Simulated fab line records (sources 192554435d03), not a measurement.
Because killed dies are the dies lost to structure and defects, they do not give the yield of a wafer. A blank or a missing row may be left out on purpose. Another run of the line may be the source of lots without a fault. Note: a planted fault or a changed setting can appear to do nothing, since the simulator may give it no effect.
A struck lot beside a sound one :: flow n5_finfet :: 20 out of 1938 route steps
Sound: wafers L694.2, L694.3, L694.5. Wafers L690.1, L690.4, L690.6 were the ones struck. The cause comes at the end.
For every step that has rows: the tool of each side, followed by ch and its chambers, followed by its first start. Under that, the readings that differ: sound wafers :: struck wafers :: difference of the means :: sigmas: that difference in standard deviations of wafers without a fault.
alike: readings whose means differ by less than 2 such deviations, and words and numbers that are the same on both sides. not compared: withheld readings, readings that some wafer has no value for, bounds like >300 that may hide the same value, and numbers for which the record gives no deviation and whose values overlap.
Wherever a step has rows on one side only, a row that says differs or no value, or a row with sigmas, the two part there. When numbers do not overlap yet have no deviation, they are printed without sigmas and do not part them. A reading that every wafer of one side lacks parts them only if that side has two wafers or more.

first, 9 steps without rows for these wafers: N5_BEOL_M0_CUTY_SOFTBAKE_53 (time 60 s); N5_BEOL_M0_CUTY_EXPOSE_54 (exposes mask M0 ABLK); N5_BEOL_M0_CUTY_PEB_55 (peb time 60 s); N5_BEOL_M0_CUTY_DEVELOP_56 (develop time 30 s); N5_BEOL_M0_CUTY_DESCUM_61 (chemistry O2, time 7.9 s); N5_BEOL_M0_CUTY_ETCH_62 (etches SiARC in CF4, time 58.5 s); N5_BEOL_M0_CUTY_ETCH_63 (etches SOC in N2/H2, target depth 82.7 nm, overetch 16.5 nm, time 124 s); N5_BEOL_M0_CUTY_STRIP_64 (strips in N2/H2); N5_BEOL_M0_ETCH_138 (etches SiCN in CH3F/O2, target depth 12 nm, time 31.6 s).
N5_BEOL_M0_HM_OPEN_105: chemistry Cl2/BCl3, target TiN, target depth 12 nm.
  sound on rie_metal-02 ch 1, day 10 21:02; struck on rie_metal-03 ch 0,1, day 9 17:31
  no value came back on the struck wafers for any of 5 readings (bcl3_flow_sccm (sccm), bias_w (W) and others); on the sound wafers bcl3_flow_sccm (sccm) reads 21.86 21.79 21.81
reading: model.SiO2_of_BEOL_M0_SAQP_SPACER2_ALD_26.thk_nm (nm)
sound: 2.6 2.8 2.6
struck: 5.2 5.2 5.2
difference: +2.5
sigmas: 
  not compared: rf_hours_counter_h
then, 3 steps without rows for these wafers: N5_BEOL_M0_STRIP_140 (strips in CF4); N5_BEOL_M0_STRIP_104 (strips in N2/H2); N5_BEOL_M0_WET_ETCH_106 (etches SiO2 in DHF, target depth 130 nm, rinse time 30 s).
N5_BEOL_M0_ETCH_128: etches SiCN in CF4/N2, target depth 12 nm, overetch 5.1 nm, time 21.4 s.
  sound on rie_diel-05 ch 1,2,3, day 10 21:52; struck on rie_diel-05 ch 0,1,2, day 9 18:11
reading: oes_product_au (a.u.)
sound: 0.48 0.59 0.56
struck: 0.30 0.33 0.33
difference: -0.22
sigmas: -4
  alike: drypump_motor_current_A, rf_vpp_V, showerhead_plenum_p_Torr, throttle_valve_pct
  not compared: rf_hours_counter_h
then, 2 steps without rows for these wafers: N5_BEOL_M0_TRENCH_ETCH_107 (etches SiOC in C4F6/O2, target depth 32.8 nm, time 16.4 s); N5_BEOL_M0_STRIP_142 (strips in N2/H2, time 10 s).
N5_BEOL_M0_OCD_MEAS_108:
  struck on ocd-01, day 9 18:20; sound on ocd-01, day 10 22:01
reading: trench_depth_nm (nm)
sound: 31.6 32.9 32.8
struck: 0.1 0.4 0.2
difference: -32.2
sigmas: -53
then, 1 step without rows for these wafers: N5_BEOL_M0_HM_STRIP_129 (strips TiN in peroxide tin strip, target depth 17 nm, time 108 s).
N5_BEOL_M4_RC_MEAS_101:
  the record has rows for the sound wafers here (prober-01 ch 0, day 12 23:06) and none for the struck ones
following that, these wafers have no rows for 1 step: N5_PASSIVATION_PROBE_49.

WHERE THEY PART
Last at N5_BEOL_M4_RC_MEAS_101 as far as this record goes, first at N5_BEOL_M0_HM_OPEN_105.

WHY: what the simulator had put in
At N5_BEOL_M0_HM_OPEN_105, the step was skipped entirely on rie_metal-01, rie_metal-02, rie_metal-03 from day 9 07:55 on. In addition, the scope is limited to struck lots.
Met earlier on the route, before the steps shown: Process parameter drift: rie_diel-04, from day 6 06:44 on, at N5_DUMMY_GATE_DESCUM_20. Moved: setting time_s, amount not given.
